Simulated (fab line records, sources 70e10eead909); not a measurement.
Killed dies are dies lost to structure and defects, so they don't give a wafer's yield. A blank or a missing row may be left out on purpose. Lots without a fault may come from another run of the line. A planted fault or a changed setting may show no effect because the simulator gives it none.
Chamber matching | flow nand_harc | NHARC_A_CHANNEL_HOLE_D1_ETCH_44 on rie_diel-11: 4 sister chambers
The step etches the open film in CF4/O2, target depth 140 nm, overetch 14 nm, time 77 s. 8 wafers are shown with their chamber, then 12 later ones without.

WAFERS WITH THEIR CHAMBER
wafer  | chamber | showerhead_plenum_p_Torr (Torr) | drypump_motor_current_A (A)
L767.5 | 2       | 1.42                            | 5.4
L769.1 | 1       | 1.33                            | 6.3
L770.1 | 2       | 1.41                            | 5.3
L775.5 | 3       | 1.36                            | 6.2
L775.6 | 0       | 1.30                            | 5.3
L778.1 | 3       | 1.36                            | 6.1
L778.5 | 0       | 1.30                            | 5.4
L778.6 | 1       | 1.33                            | 6.3

WAFERS WITHOUT THEIR CHAMBER
wafer  | showerhead_plenum_p_Torr (Torr) | drypump_motor_current_A (A)
L779.1 | 1.30                            | 5.3
L779.3 | 1.36                            | 6.2
L779.4 | 1.41                            | 5.4
L782.1 | 1.36                            | 6.1
L782.4 | 1.33                            | 6.3
L782.5 | 1.33                            | 6.3
L783.1 | 1.36                            | 6.1
L783.2 | 1.30                            | 5.4
L783.4 | 1.33                            | 6.3
L787.2 | 1.36                            | 6.2
L787.3 | 1.41                            | 5.3
L787.5 | 1.41                            | 5.4

WHICH CHAMBER EACH WENT THROUGH
wafer  | from the rows above | in truth
L779.1 | 0                   | 0
L779.3 | 3                   | 3
L779.4 | 2                   | 2
L782.1 | 3                   | 3
L782.4 | 1                   | 1
L782.5 | 1                   | 1
L783.1 | 3                   | 3
L783.2 | 0                   | 0
L783.4 | 1                   | 1
L787.2 | 3                   | 3
L787.3 | 2                   | 2
L787.5 | 2                   | 2
Placed correctly: 12 of 12. Can't be placed from these rows: 0. Placed wrongly: 0.
How it was worked out, from the rows above alone: a wafer's distance from a chamber is the root of the sum, over the readings, of the square of ((its reading less the chamber's mean) divided by the reading's scatter). The wafer belongs to the nearest chamber; if the next one is less than 2 further off, it can't be placed. A chamber's mean is the mean of its shown wafers. The scatter: the root of (the sum of the squares of (reading less its chamber's mean) over the shown wafers, divided by (wafers less chambers)).
